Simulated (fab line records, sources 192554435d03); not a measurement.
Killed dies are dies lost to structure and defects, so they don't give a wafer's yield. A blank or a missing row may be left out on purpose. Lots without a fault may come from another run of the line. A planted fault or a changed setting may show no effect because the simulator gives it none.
Chamber matching | flow n5_finfet | N5_BEOL_M5_PECVD_70 on pecvd-04: 3 sister chambers
The step deposits SiO2 from TEOS/O2, target thk 16 nm, time 18 s. 3 wafers are shown with their chamber, then 9 later ones without.

WAFERS WITH THEIR CHAMBER
wafer  | chamber | showerhead_plenum_p_Torr (Torr)
L092.1 | 0       | 8.62
L092.2 | 1       | 8.71
L092.3 | 2       | 8.74

WAFERS WITHOUT THEIR CHAMBER
wafer  | showerhead_plenum_p_Torr (Torr)
L093.1 | 8.77
L093.2 | 8.60
L093.4 | 8.60
L096.2 | 8.68
L096.3 | 8.80
L096.5 | 8.61
L095.3 | 8.62
L095.4 | 8.75
L095.5 | 8.61

WHICH CHAMBER EACH WENT THROUGH
wafer  | from the rows above          | in truth
L093.1 | can't be placed: 2 or 1      | 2
L093.2 | 0                            | 0
L093.4 | 0                            | 0
L096.2 | can't be placed: 1 or 0 or 2 | 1
L096.3 | can't be placed: 2 or 1      | 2
L096.5 | 0                            | 0
L095.3 | 0                            | 0
L095.4 | can't be placed: 2 or 1      | 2
L095.5 | 0                            | 0
Placed correctly: 5 of 9. Can't be placed from these rows: 4 (the true chamber is among the candidates in 4). Placed wrongly: 0.
How it was worked out, from the rows above alone: a wafer's distance from a chamber is the root of the sum, over the readings, of the square of ((its reading less the chamber's mean) divided by the reading's scatter). The wafer belongs to the nearest chamber; if the next one is less than 2 further off, it can't be placed. A chamber's mean is the mean of its shown wafers. The scatter: with one shown wafer a chamber, the root of the mean of the squares of how far each hidden wafer lies from its nearest shown one.
